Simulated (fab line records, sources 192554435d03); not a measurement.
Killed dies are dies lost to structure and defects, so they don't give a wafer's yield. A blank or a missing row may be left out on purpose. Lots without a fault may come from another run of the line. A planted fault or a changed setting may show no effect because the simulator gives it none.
fab line records | flow n5_finfet | part 1 of 2: steps 1 to 29 of 35
record lots=5 wafers=15 last_day=18
route steps=1938 shown BEOL_M13@1701 BEOL_M14@1716
lots that met no fault: from a run of the same line without faults
start_h: hours from the record's first day to the start of the lot's first wafer shown | wait_h: hours since the lot's step before | " the same as in the row above | L1.1+2: a row that stands for several wafers | - no value, or no start given | * or withheld: withheld | < > ~ a bound
route shown NAME@n: a module of which the file shows steps, and the number in the route of the first | usual: mean/standard deviation of fault-free wafers | same: alike in all rows | chamber/n: place in a boat | sites: the reading at each site | _std_site: their standard deviation | _edge_site: outer sites' mean less inner sites' | radius_mm: how far each site lies from the wafer's centre | mask NAME#n: copy n | behind: the tool/chamber that last shaped the wafer | hold: why the lot was held/for how many hours/how that ended | device: the transistor (n, p or np) that didn't switch | end of line: the same wafers' tests at the end of the route | a step without rows: its recipe alone | killed: dies lost to structure and defects at the first sort, not the wafer's yield | map: a wafer's dies, x killed, . not, _ none there
set.NAME: the setting as run; set.NAME@STEP: as run at that earlier step | model.NAME: the simulator's own value behind a step, which no gauge read
lots at some steps of the route; a table a step, a row a wafer
services: from which hour (start_h, from the record's first day; less than 0 if before it) a tool's chamber was out of use, for how many hours, and why
## steps
# step N5_BEOL_M13_PRECLEAN_39
# recipe chemistry=residue_remover time_s=60 temp_c=40
# columns lot.wafer tool chamber start_h wait_h
L074.1+3+5 wet_bench-02 4,2,0 267.52 0.1
L078.2+3+6 wet_bench-01 2,4,5 288.46 0.1
L082.1+2+4 wet_bench-01 3,0,7 326.23 0.1
L084.1+2+4 wet_bench-01 0,3,5 367.91 0.1
L090.1+2+3 wet_bench-02 5,0,6 390.41 0.1
# step N5_BEOL_M13_SRD_40
# recipe time_s=30 temp_c=23 rinse_liquid=diw dry=n2_spin spin_rpm=1500 dry_time_s=30
# columns lot.wafer tool chamber start_h wait_h
L074.1+3+5 wet_bench-02 4,2,0 267.54 0.0
L078.2+3+6 wet_bench-01 2,4,5 288.48 0.0
L082.1+2+4 wet_bench-01 3,0,7 326.25 0.0
L084.1+2+4 wet_bench-01 0,3,5 367.93 0.0
L090.1+2+3 wet_bench-02 5,0,6 390.43 0.0
# step N5_BEOL_M13_DEGAS_41
# recipe ambient=vacuum temp_c=250 time_s=60
# usual heater_power_w=337/34
# columns lot.wafer tool chamber start_h wait_h heater_power_w
L074.1 pvd_sputter-03 - 267.83 0.3 324
L074.3 " - " " 407
L074.5 " - " " 406
L078.2 pvd_sputter-02 - 288.74 0.2 318
L078.3 " - " " 356
L078.6 " - " " 312
L082.1 pvd_sputter-03 - 326.73 0.5 308
L082.2 " - " " 328
L082.4 " - " " 316
L084.1 pvd_sputter-03 - 368.37 0.4 389
L084.2 " - " " 317
L084.4 " - " " 313
L090.1 pvd_sputter-02 - 390.48 0.0 329
L090.2 " - " " 379
L090.3 " - " " 364
# step N5_BEOL_M13_PRE_CLEAN_42
# recipe gas=H2/He time_s=30 temp_c=250
# usual heater_power_w=337/34
# columns lot.wafer tool chamber start_h wait_h heater_power_w
L074.1 pvd_sputter-03 - 267.87 0.0 321
L074.3 " - " " 402
L074.5 " - " " 403
L078.2 pvd_sputter-02 - 288.78 0.0 323
L078.3 " - " " 361
L078.6 " - " " 315
L082.1 pvd_sputter-03 - 326.77 0.0 299
L082.2 " - " " 315
L082.4 " - " " 322
L084.1 pvd_sputter-03 - 368.42 0.0 399
L084.2 " - " " 319
L084.4 " - " " 313
L090.1 pvd_sputter-02 - 390.52 0.0 315
L090.2 " - " " 375
L090.3 " - " " 360
# step N5_BEOL_M13_SPUTTER_43
# recipe material=TaN target_thk_a=150 temp_c=50 bias_v=168.6 power_w=15000 chamber_pressure_pa=0.12 time_s=24.19
# usual throttle_valve_pct=29.8/0.68
# columns lot.wafer tool chamber start_h wait_h throttle_valve_pct
L074.1 pvd_sputter-03 - 267.91 0.0 29.2
L074.3 " - " " 29.7
L074.5 " - " " 29.9
L078.2 pvd_sputter-02 - 288.82 0.0 29.9
L078.3 " - " " 29.0
L078.6 " - " " 29.6
L082.1 pvd_sputter-03 - 326.81 0.0 30.7
L082.2 " - " " 29.3
L082.4 " - " " 29.2
L084.1 pvd_sputter-03 - 368.46 0.0 29.8
L084.2 " - " " 29.2
L084.4 " - " " 29.4
L090.1 pvd_sputter-02 - 390.56 0.0 29.7
L090.2 " - " " 29.9
L090.3 " - " " 29.0
# step N5_BEOL_M13_SPUTTER_44
# recipe material=Ta target_thk_a=100 temp_c=50 bias_v=80 power_w=15000 chamber_pressure_pa=0.07 time_s=16.13
# usual throttle_valve_pct=29.7/0.71
# columns lot.wafer tool chamber start_h wait_h throttle_valve_pct
L074.1 pvd_sputter-03 - 267.99 0.0 29.5
L074.3 " - " " 29.9
L074.5 " - " " 29.9
L078.2 pvd_sputter-02 - 288.90 0.0 29.8
L078.3 " - " " 28.8
L078.6 " - " " 29.9
L082.1 pvd_sputter-03 - 326.89 0.0 30.9
L082.2 " - " " 29.4
L082.4 " - " " 29.1
L084.1 pvd_sputter-03 - 368.55 0.0 29.7
L084.2 " - " " 29.0
L084.4 " - " " 29.1
L090.1 pvd_sputter-02 - 390.64 0.0 29.8
L090.2 " - " " 30.0
L090.3 " - " " 28.9
# step N5_BEOL_M13_SPUTTER_45
# recipe material=Cu target_thk_a=800 temp_c=-20 bias_v=60 power_w=26000 chamber_pressure_pa=0.13 time_s=13.33
# usual throttle_valve_pct=29.8/0.69
# columns lot.wafer tool chamber start_h wait_h throttle_valve_pct
L074.1 pvd_sputter-03 - 268.07 0.0 29.4
L074.3 " - " " 29.8
L074.5 " - " " 29.7
L078.2 pvd_sputter-02 - 288.98 0.0 29.7
L078.3 " - " " 28.9
L078.6 " - " " 29.8
L082.1 pvd_sputter-03 - 326.97 0.0 30.8
L082.2 " - " " 29.3
L082.4 " - " " 29.2
L084.1 pvd_sputter-03 - 368.64 0.0 29.8
L084.2 " - " " 29.2
L084.4 " - " " 29.1
L090.1 pvd_sputter-02 - 390.72 0.0 30.1
L090.2 " - " " 29.7
L090.3 " - " " 29.0
# step N5_BEOL_M13_ECD_47
# recipe material=Cu target_thk_a=9360
# columns lot.wafer tool chamber start_h wait_h
L074.1+3+5 ecd_cu-02 1 268.19 0.1
L078.2+3+6 ecd_cu-02 1,0,1 289.10 0.1
L082.1+2+4 ecd_cu-02 1,0,0 327.09 0.1
L084.1+2+4 ecd_cu-01 1,0,0 368.77 0.1
L090.1+2+3 ecd_cu-02 1,0,1 390.84 0.1
# step N5_BEOL_M13_ANNEAL_48
# recipe temp_c=225 time_s=90 ambient=N2
# usual wafer_temp_C_max=226.2/0.34
# columns lot.wafer tool chamber start_h wait_h wafer_temp_C_max
L074.1 rtp_anneal-02 0 268.36 0.1 226.3
L074.3 " 0 " " 226.6
L074.5 " 0 " " 227.1
L078.2 rtp_anneal-01 0 289.31 0.2 226.1
L078.3 " 0 " " 226.2
L078.6 " 0 " " 226.3
L082.1 rtp_anneal-02 0 328.67 1.5 226.5
L082.2 " 0 " " 226.6
L082.4 " 0 " " 226.8
L084.1 rtp_anneal-01 0 368.93 0.1 226.1
L084.2 " 0 " " 226.1
L084.4 " 0 " " 225.5
L090.1 rtp_anneal-01 0 391.00 0.1 225.8
L090.2 " 0 " " 226.0
L090.3 " 0 " " 225.9
# step N5_BEOL_M13_CMP_49
# recipe stop_on=SiOC t_overpolish_s=17.1 down_force_psi=1 platen_rpm=50 clearing_platen_down_force_psi=1.5 clearing_platen_rpm=50 post_cmp_clean=cu_alkaline target_thk_nm=420 clearing_platen_pad_velocity_m_s=0.99484 pad_velocity_m_s=0.99484
# usual barrier_field_endpoint_s=30.2/0.74 motor_current_A=6.0/0.48 overpolish_run_s=17.100/0.0094
# columns lot.wafer tool chamber start_h wait_h barrier_field_endpoint_s motor_current_A overpolish_run_s
L074.3 cmp-04 3 268.67 0.2 30.3 5.9 17.118
L074.1 " 0 " " 30.3 5.4 17.103
L074.5 " 0 " " 30.6 5.1 17.094
L078.3 cmp-02 2 289.64 0.2 30.3 6.0 17.107
L078.2 " 3 " " 28.8 6.7 17.102
L078.6 " 0 " " 29.6 6.3 17.095
L082.1 cmp-04 2 329.00 0.3 30.7 5.7 17.110
L082.4 " 3 " " 30.7 5.6 17.103
L082.2 " 0 " " 30.3 5.2 17.100
L084.2 cmp-04 1 369.23 0.2 31.2 5.4 17.104
L084.1 " 2 " " 30.4 6.1 17.087
L084.4 " 3 " " 30.2 6.0 17.099
L090.1 cmp-03 2 391.30 0.3 29.6 6.3 17.102
L090.3 " 3 " " 30.4 6.1 17.082
L090.2 " 1 " " 29.0 5.7 17.101
# step N5_BEOL_M13_THK_MEAS_50
# recipe thk_meas_gauge=xrf reads=Cu_of_BEOL_M13_ECD_47
# usual M13_THK=410/7.9
# columns lot.wafer tool chamber start_h wait_h M13_THK[nm]
L074.1 film_metro-02 - 268.96 - 426
L074.3 " - " " 414
L074.5 " - " " 420
L078.2 film_metro-02 - 289.86 - 413
L078.3 " - " " 416
L078.6 " - " " 419
L082.1 film_metro-01 - 329.26 - 409
L082.2 " - " " 410
L082.4 " - " " 417
L084.1 film_metro-01 - 369.52 - 396
L084.2 " - " " 400
L084.4 " - " " 398
L090.1 film_metro-02 - 391.59 - 400
L090.2 " - " " 430
L090.3 " - " " 406
# step N5_BEOL_M13_PRE_CLEAN_52
# recipe gas=NH3 time_s=15 temp_c=withheld rf_power_w=300
# columns lot.wafer tool chamber start_h wait_h
L074.1+3+5 pecvd-02 0,2,1 269.00 0.0
L078.2+3+6 pecvd-02 1,0,0 289.90 0.0
L082.1+2+4 pecvd-01 0,1,0 329.30 0.0
L084.1+2+4 pecvd-03 2,0,2 369.59 0.1
L090.1+2+3 pecvd-03 0,1,2 391.63 0.0
# step N5_BEOL_M13_DEP_53
# recipe material=SiCN target_thk_a=500 temp_c=withheld precursor=3MS/NH3 pressure_torr=3 rf_w=675 time_s=17.8
# usual showerhead_plenum_p_Torr=4.151/0.02 throttle_valve_pct=17.8/0.8
# columns lot.wafer tool chamber start_h wait_h showerhead_plenum_p_Torr throttle_valve_pct
L074.1 pecvd-02 0 269.02 0.0 4.189 19.4
L074.3 " 2 " " 4.134 16.9
L074.5 " 1 " " 4.157 18.2
L078.2 pecvd-02 1 289.92 0.0 4.147 18.4
L078.3 " 0 " " 4.190 19.2
L078.6 " 0 " " 4.189 19.3
L082.1 pecvd-01 0 329.32 0.0 4.134 19.0
L082.2 " 1 " " 4.160 18.4
L082.4 " 0 " " 4.142 18.8
L084.1 pecvd-03 2 369.61 0.0 4.156 17.4
L084.2 " 0 " " 4.138 17.9
L084.4 " 2 " " 4.156 17.3
L090.1 pecvd-03 0 391.66 0.0 4.140 17.6
L090.2 " 1 " " 4.134 17.1
L090.3 " 2 " " 4.162 17.1
# step N5_BEOL_M13_RS_MEAS_54
# recipe thk_meas_gauge=four-point-probe reads=Cu_of_BEOL_M13_ECD_47+Ta_of_BEOL_M13_SPUTTER_44+TaN_of_BEOL_M13_SPUTTER_43
# usual M13_RS=0.0451/0.00083
# columns lot.wafer tool chamber start_h wait_h M13_RS[ohm/sq]
L074.1 film_metro-02 - 269.09 0.0 0.0437
L074.3 " - " " 0.0446
L074.5 " - " " 0.0441
L078.2 film_metro-01 - 289.99 0.1 0.0448
L078.3 " - " " 0.0445
L078.6 " - " " 0.0442
L082.1 film_metro-02 - 329.39 0.0 0.0450
L082.2 " - " " 0.0445
L082.4 " - " " 0.0443
L084.1 film_metro-02 - 369.68 0.0 0.0462
L084.2 " - " " 0.0458
L084.4 " - " " 0.0460
L090.1 film_metro-02 - 391.72 0.0 0.0473
L090.2 " - " " 0.0440
L090.3 " - " " 0.0464
# step N5_BEOL_M13_INSPECT_55
# recipe inspect_instrument=darkfield mode=post_dep
# usual raw_defect_count=73/26
# columns lot.wafer tool chamber start_h wait_h raw_defect_count
L074.1 defect_inspect-02 - 269.12 0.0 38
L074.3 " - " " 49
L074.5 " - " " 54
L078.2 defect_inspect-01 - 290.01 0.0 70
L078.3 " - " " 67
L078.6 " - " " 120
L082.1 defect_inspect-01 - 329.42 0.0 66
L082.2 " - " " 100
L082.4 " - " " 72
L084.1 defect_inspect-01 - 369.71 0.0 60
L084.2 " - " " 71
L084.4 " - " " 62
L090.1 defect_inspect-02 - 391.75 0.0 77
L090.2 " - " " 76
L090.3 " - " " 110
# step N5_BEOL_M14_ILD_DEP_00
# recipe material=SiO2 target_thk_a=11193 temp_c=400 precursor=TEOS/O2 pressure_torr=6.5 rf_w=900 teos_flow_sccm=161.4 gas=O2 flow_sccm=2650 time_s=237.4
# usual heater_power_w=611/98 showerhead_plenum_p_Torr=8.33/0.037 throttle_valve_pct=19.0/1.1
# columns lot.wafer tool chamber start_h wait_h heater_power_w showerhead_plenum_p_Torr throttle_valve_pct
L074.1 pecvd-01 2 269.15 0.0 566 8.36 17.6
L074.3 " 0 " " 722 8.29 19.3
L074.5 " 2 " " 649 8.36 17.5
L078.2 pecvd-02 1 290.05 0.0 543 8.34 18.9
L078.3 " 0 " " 715 8.38 20.1
L078.6 " 1 " " 417 8.32 19.0
L082.1 pecvd-02 1 329.45 0.0 537 8.34 18.8
L082.2 " 2 " " 632 8.29 17.4
L082.4 " 2 " " 682 8.32 17.3
L084.1 pecvd-04 1 369.74 0.0 466 8.32 20.7
L084.2 " 2 " " 728 8.28 18.0
L084.4 " 0 " " 586 8.35 19.0
L090.1 pecvd-01 0 391.78 0.0 711 8.29 19.6
L090.2 " 2 " " 618 8.36 18.0
L090.3 " 1 " " 638 8.31 19.0
# step N5_BEOL_M14_THK_MEAS_01
# recipe reads=SiO2_of_BEOL_M14_ILD_DEP_00
# usual M14_ILD_THK=1116/16
# columns lot.wafer tool chamber start_h wait_h M14_ILD_THK[nm]
L074.1 film_metro-02 - 269.34 0.1 1109
L074.3 " - " " 1103
L074.5 " - " " 1123
L078.2 film_metro-01 - 290.24 0.1 1107
L078.3 " - " " 1092
L078.6 " - " " 1122
L082.1 film_metro-02 - 329.64 0.1 1102
L082.2 " - " " 1107
L082.4 " - " " 1133
L084.1 film_metro-01 - 369.93 0.1 1118
L084.2 " - " " 1102
L084.4 " - " " 1126
L090.1 film_metro-01 - 391.97 0.1 1128
L090.2 " - " " 1087
L090.3 " - " " 1117
# step N5_BEOL_M14_COAT_58
# recipe resist=BARC temp_c=205 time_s=60 spin_rpm=1500 resist_thk_nm=89
# columns lot.wafer tool chamber start_h wait_h
L074.1+3+5 litho_track-05 0 269.37 0.0
L078.2+3+6 litho_track-01 0 290.27 0.0
L082.1+2+4 litho_track-01 0 329.67 0.0
L084.1+2+4 litho_track-05 0 369.96 0.0
L090.1+2+3 litho_track-05 0 392.01 0.0
# step N5_BEOL_M14_COAT_04
# recipe spin_rpm=1704 resist_thk_nm=800
# columns lot.wafer tool chamber start_h wait_h
L074.1+3+5 litho_track-05 0 - -
L078.2+3+6 litho_track-01 0 - -
L082.1+2+4 litho_track-01 0 - -
L084.1+2+4 litho_track-05 0 - -
L090.1+2+3 litho_track-05 0 - -
# step N5_BEOL_M14_EBR_06
# recipe solvent=PGMEA ebr_width_mm=1.5
# same ebr_width_mm=1.5
# columns lot.wafer tool chamber start_h wait_h
L074.1+3+5 litho_track-05 0 - -
L078.2+3+6 litho_track-01 0 - -
L082.1+2+4 litho_track-01 0 - -
L084.1+2+4 litho_track-05 0 - -
L090.1+2+3 litho_track-05 0 - -
# step N5_BEOL_M14_SOFTBAKE_05
# recipe temp_c=130 time_s=60
# columns lot.wafer tool chamber start_h wait_h
L074.1+3+5 litho_track-05 0 - -
L078.2+3+6 litho_track-01 0 - -
L082.1+2+4 litho_track-01 0 - -
L084.1+2+4 litho_track-05 0 - -
L090.1+2+3 litho_track-05 0 - -
# step N5_BEOL_M14_EXPOSE_07
# recipe mask_id=V13 na=0.8 source_shape=annular sigma_inner=0.5 sigma_outer=0.8 polarization=unpolarized attpsm_phase_deg=180 dose_mj=57
# usual focus_offset_nm=0.2/0.55
# columns lot.wafer tool chamber start_h wait_h mask focus_offset_nm
L074.1 krf_scanner-01 0 269.47 - V13#0 0.2
L074.3 " 0 " " V13#0 0.9
L074.5 " 0 " " V13#0 -0.1
L078.2 krf_scanner-01 0 290.41 - V13#0 -0.1
L078.3 " 0 " " V13#0 0.7
L078.6 " 0 " " V13#0 0.1
L082.1 krf_scanner-02 0 329.90 - V13#0 0.0
L082.2 " 0 " " V13#0 0.4
L082.4 " 0 " " V13#0 0.5
L084.1 krf_scanner-02 0 370.06 - V13#0 0.1
L084.2 " 0 " " V13#0 0.1
L084.4 " 0 " " V13#0 -0.7
L090.1 krf_scanner-02 0 392.11 - V13#0 0.4
L090.2 " 0 " " V13#0 0.8
L090.3 " 0 " " V13#0 0.7
# step N5_BEOL_M14_PEB_08
# recipe peb_temp_c=130 peb_time_s=90
# columns lot.wafer tool chamber start_h wait_h
L074.1+3+5 litho_track-01 0 269.53 0.1
L078.2+3+6 litho_track-01 0 290.47 0.0
L082.1+2+4 litho_track-05 0 329.96 0.1
L084.1+2+4 litho_track-04 0 370.12 0.1
L090.1+2+3 litho_track-01 0 392.17 0.1
# step N5_BEOL_M14_DEVELOP_09
# recipe develop_time_s=45 rinse_liquid=diw dry=air_spin dev_temp_c=21
# usual developer_temp_C=21.04/0.1
# columns lot.wafer tool chamber start_h wait_h developer_temp_C
L074.1 litho_track-01 0 - - 20.98
L074.3 " 0 " " 21.18
L074.5 " 0 " " 21.09
L078.2 litho_track-01 0 - - 21.23
L078.3 " 0 " " 21.26
L078.6 " 0 " " 21.04
L082.1 litho_track-05 0 - - 21.04
L082.2 " 0 " " 21.00
L082.4 " 0 " " 21.09
L084.1 litho_track-04 0 - - 21.04
L084.2 " 0 " " 21.04
L084.4 " 0 " " 20.98
L090.1 litho_track-01 0 - - 21.02
L090.2 " 0 " " 21.09
L090.3 " 0 " " 20.98
# step N5_BEOL_M14_HARDBAKE_14
# recipe temp_c=130 time_s=120
# columns lot.wafer tool chamber start_h wait_h
L074.1+3+5 litho_track-01 0 - -
L078.2+3+6 litho_track-01 0 - -
L082.1+2+4 litho_track-05 0 - -
L084.1+2+4 litho_track-04 0 - -
L090.1+2+3 litho_track-01 0 - -
# step N5_BEOL_M14_CD_MEAS_10
# recipe target_cd_nm=250 landing_energy_ev=500 detector=se_inlens polarity=opening
# usual cd_nm=251.2/1.4
# columns lot.wafer tool chamber start_h wait_h cd_nm
L074.1 cd_sem-01 0 269.65 - 250.0
L074.3 " 0 " " 248.5
L074.5 " 0 " " 251.1
L078.2 cd_sem-03 0 290.58 - 253.5
L078.3 " 0 " " 251.4
L078.6 " 0 " " 252.2
L082.1 cd_sem-03 0 330.07 - 251.2
L082.2 " 0 " " 249.0
L082.4 " 0 " " 247.4
L084.1 cd_sem-01 0 370.24 - 251.3
L084.2 " 0 " " 250.7
L084.4 " 0 " " 248.9
L090.1 cd_sem-02 0 392.28 - 252.4
L090.2 " 0 " " 253.4
L090.3 " 0 " " 253.2
# step N5_BEOL_M14_OVL_MEAS_11
# recipe points_per_wafer=44
# usual V13_OVL=-1/5.7
# columns lot.wafer tool chamber start_h wait_h V13_OVL[nm]
L074.1 overlay-01 0 269.68 0.0 9
L074.3 " 0 " " 5
L074.5 " 0 " " 12
L078.2 overlay-01 0 290.61 0.0 -2
L078.3 " 0 " " 0
L078.6 " 0 " " -6
L082.1 overlay-02 0 330.10 0.0 -8
L082.2 " 0 " " -1
L082.4 " 0 " " -2
L084.1 overlay-02 0 370.27 0.0 6
L084.2 " 0 " " -5
L084.4 " 0 " " 8
L090.1 overlay-01 0 392.31 0.0 -13
L090.2 " 0 " " -5
L090.3 " 0 " " -8
# step N5_BEOL_M14_INSPECT_12
# recipe mode=adi inspect_instrument=macro
# usual raw_defect_count=2.2/1.5
# columns lot.wafer tool chamber start_h wait_h raw_defect_count
L074.1 defect_inspect-02 - 269.70 0.0 2
L074.3 " - " " 2
L074.5 " - " " 0
L078.2 defect_inspect-01 - 290.64 0.0 2
L078.3 " - " " 3
L078.6 " - " " 1
L082.1 defect_inspect-01 - 330.13 0.0 2
L082.2 " - " " 1
L082.4 " - " " 2
L084.1 defect_inspect-02 - 370.29 0.0 2
L084.2 " - " " 1
L084.4 " - " " 1
L090.1 defect_inspect-01 - 392.33 0.0 1
L090.2 " - " " 0
L090.3 " - " " 1
# step N5_BEOL_M14_DESCUM_15
# recipe chemistry=O2 time_s=7.9 source_power_w=50 bias_power_w=20 pressure_mtorr=20 rf_frequency_hz=2.712e+07 temp_c=40 o2_flow_sccm=225
# usual drypump_motor_current_A=5.6/0.36 oes_product_au=0.82/0.073 rf_vpp_V=243.8/1.2 showerhead_plenum_p_Torr=2.14/0.051 throttle_valve_pct=20.21/0.21
# columns lot.wafer tool chamber start_h wait_h drypump_motor_current_A oes_product_au rf_hours_counter_h rf_vpp_V showerhead_plenum_p_Torr throttle_valve_pct
L074.1 rie_diel-06 1 269.74 0.0 5.6 0.78 113 243.5 2.11 20.64
L074.3 " 3 " " 4.9 0.68 238 241.4 1.97 20.34
L074.5 " 0 " " 5.2 0.90 - 242.8 2.14 19.89
L078.2 rie_diel-01 1 290.67 0.0 5.3 0.70 243 243.9 2.14 20.51
L078.3 " 0 " " 5.9 0.84 58 244.4 2.22 20.03
L078.6 " 2 " " 6.0 0.79 - 245.9 2.19 20.17
L082.1 rie_diel-01 0 330.16 0.0 5.9 0.82 73 245.0 2.22 20.06
L082.2 " 2 " " 5.9 0.77 117 244.9 2.19 20.18
L082.4 " 3 " " 5.2 0.83 - 244.5 2.11 20.16
L084.1 rie_diel-06 0 370.33 0.0 5.2 0.85 70 243.0 2.13 19.92
L084.2 " 1 " " 5.6 0.76 142 241.7 2.10 20.69
L084.4 " 3 " " 4.9 0.91 18 245.6 2.22 20.05
L090.1 rie_diel-04 3 392.37 0.0 5.5 0.80 85 243.5 2.14 20.23
L090.2 " 2 " " 5.9 0.92 14 242.1 2.07 20.31
L090.3 " 1 " " 6.2 0.95 5 243.5 2.16 20.66
